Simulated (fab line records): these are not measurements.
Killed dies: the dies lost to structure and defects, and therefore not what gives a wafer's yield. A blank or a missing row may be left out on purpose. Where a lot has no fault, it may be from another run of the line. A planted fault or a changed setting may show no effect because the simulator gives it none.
One fault seen from 2 desks	flow n5Finfet	numbers are kept per desk, each desk with only its own; the story behind them comes last

== DESK OF THE TOOL OWNER: lithoTrack-04 ==
The tool's own readings at N5_BEOL_M8_DEVELOP_10 (develop time 30 s): means of the sampled wafers that have a number, for each lot that ran on this tool. If a lot's mean is further than 4 standard deviations from the usual mean, the lot is out of limits and carries the mark OUT (the distance appears in the brackets).
Columns: A = chillPlateTempC at N5_BEOL_M8_DEVELOP_10, usual 22.99 C
lot	first seen here	A
L286	day 15 00:24	22.96
L291	day 15 10:22	23.00
Result from this desk: across the 2 lots, nothing is out of limits.

== AT THE METROLOGY DESK ==
What the gauges read, lot by lot, whatever tool the lot ran on: means of the sampled wafers that have a number. If a lot's mean is further than 4 standard deviations from the usual mean, the lot is out of limits and carries the mark OUT (the distance appears in the brackets).
Columns: A = M8_ILD_THK at N5_BEOL_M8_THK_MEAS_01, usual 155.6 nm; B = cdNm at N5_BEOL_M8_CD_MEAS_11, usual 38.7 nm
lot	first seen here	A	B
L278	day 12 08:46	155.0	39.0
L286	day 14 23:04	154.5	38.7
L287	day 14 23:23	157.9	-
L288	day 15 08:23	152.8	-
L291	day 15 09:01	158.1	38.7
L292	day 16 12:28	152.7	39.0
Result from this desk: across the 6 lots, nothing is out of limits.

== PUT TOGETHER ==
The desk of the tool owner found nothing out of limits.
Nothing out of limits was seen by the metrology desk.

== WHAT WAS PUT IN BY THE SIMULATOR ==
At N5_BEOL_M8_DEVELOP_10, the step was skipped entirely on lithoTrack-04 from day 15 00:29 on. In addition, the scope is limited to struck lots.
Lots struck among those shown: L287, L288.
